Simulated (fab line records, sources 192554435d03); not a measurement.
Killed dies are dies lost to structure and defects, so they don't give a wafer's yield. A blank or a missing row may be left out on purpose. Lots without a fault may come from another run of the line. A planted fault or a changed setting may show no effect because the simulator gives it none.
Chamber matching | flow n5_finfet | N5_BEOL_M2_ETCH_63 on rie_diel-05: 4 sister chambers
The step etches SiARC in CF4, target depth 15.6 nm, time 26 s. 4 wafers are shown with their chamber, then 10 later ones without.

WAFERS WITH THEIR CHAMBER
wafer  | chamber | showerhead_plenum_p_Torr (Torr)
L087.5 | 1       | 2.18
L087.6 | 0       | 2.09
L091.1 | 2       | 1.97
L091.2 | 3       | 2.25

WAFERS WITHOUT THEIR CHAMBER
wafer  | showerhead_plenum_p_Torr (Torr)
L091.3 | 2.18
L091.4 | 1.97
L091.5 | 2.18
L091.6 | 2.25
L095.1 | 1.96
L095.4 | 2.25
L095.5 | 2.17
L096.1 | 1.96
L096.2 | 2.25
L096.4 | 2.09

WHICH CHAMBER EACH WENT THROUGH
wafer  | from the rows above | in truth
L091.3 | 1                   | 1
L091.4 | 2                   | 2
L091.5 | 1                   | 1
L091.6 | 3                   | 3
L095.1 | 2                   | 2
L095.4 | 3                   | 3
L095.5 | 1                   | 1
L096.1 | 2                   | 2
L096.2 | 3                   | 3
L096.4 | 0                   | 0
Placed correctly: 10 of 10. Can't be placed from these rows: 0. Placed wrongly: 0.
How it was worked out, from the rows above alone: a wafer's distance from a chamber is the root of the sum, over the readings, of the square of ((its reading less the chamber's mean) divided by the reading's scatter). The wafer belongs to the nearest chamber; if the next one is less than 2 further off, it can't be placed. A chamber's mean is the mean of its shown wafers. The scatter: with one shown wafer a chamber, the root of the mean of the squares of how far each hidden wafer lies from its nearest shown one.
